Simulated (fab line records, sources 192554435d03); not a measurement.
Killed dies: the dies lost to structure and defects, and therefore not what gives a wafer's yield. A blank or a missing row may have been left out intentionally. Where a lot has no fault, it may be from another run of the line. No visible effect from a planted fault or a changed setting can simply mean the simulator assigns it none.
Which tool is to blame? -- flow n5-finfet -- Sampling: 10 lots, 29 wafers, 6 of 1938 route steps

== WHAT EACH GAUGE READ, for each wafer ==
N5_BEOL_M2_OVL_MEAS_12.
lot,measured,on,M2_OVL (nm)
L412,day 6 17:48,overlay-02,0.3 -0.2 0.0
L416,day 7 17:30,overlay-02,-0.1 0.1 -0.8
L419,day 8 03:15,overlay-02,-0.6 1.1 0.2
L415,day 8 03:29,overlay-01,-0.2 1.2
L417,day 8 03:38,overlay-02,0.3 -0.1 0.4
L426,day 10 05:30,overlay-01,0.5 1.3 -0.6
L427,day 10 19:55,overlay-01,1.2 1.1 1.4
L431,day 11 09:54,overlay-02,2.0 1.0 0.9
L432,day 11 19:16,overlay-01,0.2 -1.4 -0.6
L435,day 12 09:38,overlay-02,0.8 -0.5 -0.1

N5_BEOL_M2_INSPECT_13: inspects for defects (brightfield).
lot,measured,on,raw-defect-count
L412,day 6 17:52,defect-inspect-01,405 368 407
L416,day 7 17:34,defect-inspect-02,418 411 510
L419,day 8 03:19,defect-inspect-01,530 446 472
L415,day 8 03:32,defect-inspect-01,489 389
L417,day 8 03:42,defect-inspect-02,568 398 449
L426,day 10 05:34,defect-inspect-01,1013 1262 1107
L427,day 10 19:58,defect-inspect-01,1083 1007 965
L431,day 11 09:57,defect-inspect-01,357 329 321
L432,day 11 19:20,defect-inspect-01,335 420 364
L435,day 12 09:41,defect-inspect-01,417 414 368

N5_BEOL_M4_RC_MEAS_101.
lot,measured,on,DIBL_N (mV/V),DIBL_P (mV/V),IOFF_N (nA/um),IOFF_P (nA/um),ION_N (uA/um),ION_P (uA/um),SS_N (mV/dec),SS_P (mV/dec),VT_N (mV),VT_P (mV)
L412,day 8 07:10,prober-01,39.1 36.4 34.9,38 37 35,0.18 0.15 0.12,0.21 0.22 0.18,668 665 660,455 457 452,71.8 71.4 71.3,73.7 73.9 73.1,252 250 252,-252 -252 -254
L416,day 9 11:36,prober-02,34.7 39.1 39.5,33 39 41,0.10 0.18 0.21,0.17 0.26 0.29,654 679 683,462 463 467,71.3 71.7 72.2,72.4 73.6 74.7,255 247 244,-251 -244 -244
L419,day 9 15:33,prober-02,37.6 36.2 38.3,37 36 38,0.18 0.15 0.20,0.23 0.22 0.26,676 660 675,461 458 473,71.5 71.5 71.7,73.5 73.6 73.7,248 253 246,-251 -250 -249
L415,day 9 19:04,prober-01,35.1 40.2,35 42,0.12 0.23,0.19 0.34,652 677,454 461,72.0 73.0,72.7 75.4,254 245,-250 -245
L417,day 9 20:43,prober-01,38.4 37.4 39.7,38 38 40,0.17 0.16 0.20,0.24 0.23 0.29,684 667 682,465 460 475,71.6 72.3 72.5,74.1 73.9 74.6,251 254 248,-251 -250 -246
L426,day 12 05:06,prober-02,39.0 34.9 36.5,39 36 38,0.19 0.12 0.15,0.23 0.18 0.21,678 659 672,460 457 455,72.2 71.4 71.8,73.8 72.9 73.5,248 252 250,-249 -252 -252
L427,day 12 09:56,prober-01,41.7 39.2 40.4,45 43 43,0.29 0.22 0.24,0.38 0.36 0.36,674 685 674,471 482 470,73.4 72.5 72.9,75.3 75.1 75.4,241 246 248,-239 -238 -241
L431,day 12 23:52,prober-01,35.6 36.4 34.8,36 38 36,0.15 0.16 0.13,0.21 0.24 0.21,666 681 660,459 469 453,71.2 71.0 71.4,72.4 72.7 72.3,251 251 254,-251 -248 -252
L432,day 13 02:53,prober-01,37.1 35.6 39.0,36 36 39,0.14 0.14 0.18,0.22 0.22 0.28,651 666 665,452 464 464,71.5 71.0 72.2,73.0 73.4 74.2,254 250 249,-248 -249 -247
L435,day 14 02:14,prober-02,32.1 32.5 34.2,33 32 36,0.11 0.11 0.14,0.15 0.15 0.19,655 664 672,449 453 465,70.3 70.4 70.5,71.7 72.1 72.6,254 255 252,-254 -256 -251

== WHAT TOOL EACH LOT RAN ON (gives the tool, then ch and the chambers of the sampled wafers, and finally the start) ==
lot,N5_BEOL_M1_ANNEAL_91,N5_BEOL_M1_SPUTTER_96,N5_BEOL_M2_ILD_DEP_00
L412,"pvd-sputter-02, day 6 15:22","pvd-sputter-02, day 6 15:57","pecvd-01 ch 0,2, day 6 17:06"
L416,"pvd-sputter-01, day 7 14:03","pvd-sputter-01, day 7 14:38","pecvd-02 ch 0,2, day 7 15:59"
L419,"pvd-sputter-02, day 8 00:13","pvd-sputter-02, day 8 00:48","pecvd-02 ch 0,1,2, day 8 01:56"
L415,"pvd-sputter-03, day 8 00:22","pvd-sputter-03, day 8 00:56","pecvd-02 ch 0,2, day 8 02:07"
L417,"pvd-sputter-01, day 8 00:38","pvd-sputter-01, day 8 01:13","pecvd-02 ch 0,2, day 8 02:20"
L426,"pvd-sputter-03, day 10 02:32","pvd-sputter-03, day 10 03:07","pecvd-02 ch 0,1,2, day 10 04:14"
L427,"pvd-sputter-03, day 10 17:13","pvd-sputter-03, day 10 17:47","pecvd-02 ch 1,2, day 10 18:56"
L431,"pvd-sputter-01, day 11 06:54","pvd-sputter-01, day 11 07:29","pecvd-03 ch 0,1,2, day 11 08:35"
L432,"pvd-sputter-03, day 11 16:51","pvd-sputter-03, day 11 17:26","pecvd-01 ch 0,1,2, day 11 18:34"
L435,"pvd-sputter-01, day 12 06:41","pvd-sputter-01, day 12 07:16","pecvd-03 ch 1,2, day 12 08:22"
- N5_BEOL_M1_ANNEAL_91: time 240 s.
- N5_BEOL_M1_SPUTTER_96: material Cu, target thk 4.5 nm, time 8.29 s.
- N5_BEOL_M2_ILD_DEP_00: deposits SiOC from DEMS/O2, target thk 79 nm, time 15.3 s.

== AS READ BY THE TOOLS THEMSELVES (means over the sampled wafers that have a number; for cases with no such wafer, the mark the record gives instead) ==
N5_BEOL_M1_ANNEAL_91.
lot,tool,heater-power-w (W)
L412,pvd-sputter-02,931
L416,pvd-sputter-01,833
L419,pvd-sputter-02,853
L415,pvd-sputter-03,820
L417,pvd-sputter-01,858
L426,pvd-sputter-03,751
L427,pvd-sputter-03,771
L431,pvd-sputter-01,816
L432,pvd-sputter-03,775
L435,pvd-sputter-01,840

N5_BEOL_M1_SPUTTER_96.
lot,tool,throttle-valve-pct (%)
L412,pvd-sputter-02,29.7
L416,pvd-sputter-01,29.8
L419,pvd-sputter-02,28.4
L415,pvd-sputter-03,30.6
L417,pvd-sputter-01,30.2
L426,pvd-sputter-03,30.0
L427,pvd-sputter-03,30.8
L431,pvd-sputter-01,29.8
L432,pvd-sputter-03,30.7
L435,pvd-sputter-01,29.7

N5_BEOL_M2_ILD_DEP_00.
lot,tool,heater-power-w (W),showerhead-plenum-p-Torr (Torr),throttle-valve-pct (%)
L412,pecvd-01,427,5.706,11.7
L416,pecvd-02,524,5.700,11.9
L419,pecvd-02,498,5.692,11.9
L415,pecvd-02,558,5.689,11.9
L417,pecvd-02,516,5.693,12.0
L426,pecvd-02,505,5.696,12.0
L427,pecvd-02,518,5.698,11.7
L431,pecvd-03,448,5.714,11.8
L432,pecvd-01,459,5.702,11.9
L435,pecvd-03,450,5.700,12.4

== THE ANSWER, worked out from the rows above alone ==
Rule: what is usual is taken from the lots themselves. The widest of any qualifying gaps counts: lots, ordered by their means at a reading, are off when they make up no more than a third of the lots, leave a main group of 4 or more, and stand apart from it by 3 or more times the standard deviation of that group's means. Not used: any main group whose means are identical at the precision the tables above print for the reading. Also off: a lot with no number at a reading for which 4 or more lots have one. All remaining lots with rows at the step are treated as sound. Order of review: gauges by route order, followed by the tools' own readings, for which a lot's mean as printed above is used. The first step at which some lot is off is used, and at that step the reading that is off furthest; a lot without a number counts as furthest.
Off at N5_BEOL_M2_INSPECT_13 (raw-defect-count): L426, L427. For the main group the mean is 418 and the standard deviation 48.
If a tool, at a process step before that reading, ran all the lots that are off and no sound lot after the first of them, it fits. Gauges at N5_BEOL_M2_INSPECT_13: tried the same way as those tools. One candidate fits, namely pecvd-02 at N5_BEOL_M2_ILD_DEP_00. A fault onset in the window from L417 (day 8 02:20, its last sound lot) to L426 (day 10 04:14, its first lot off) fits.

== WHAT WAS PUT IN BY THE SIMULATOR ==
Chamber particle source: pecvd-02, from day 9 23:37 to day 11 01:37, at N5_BEOL_M2_ILD_DEP_00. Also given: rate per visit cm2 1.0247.
Shown lots that were struck: L426, L427. The same result came from the rule above.
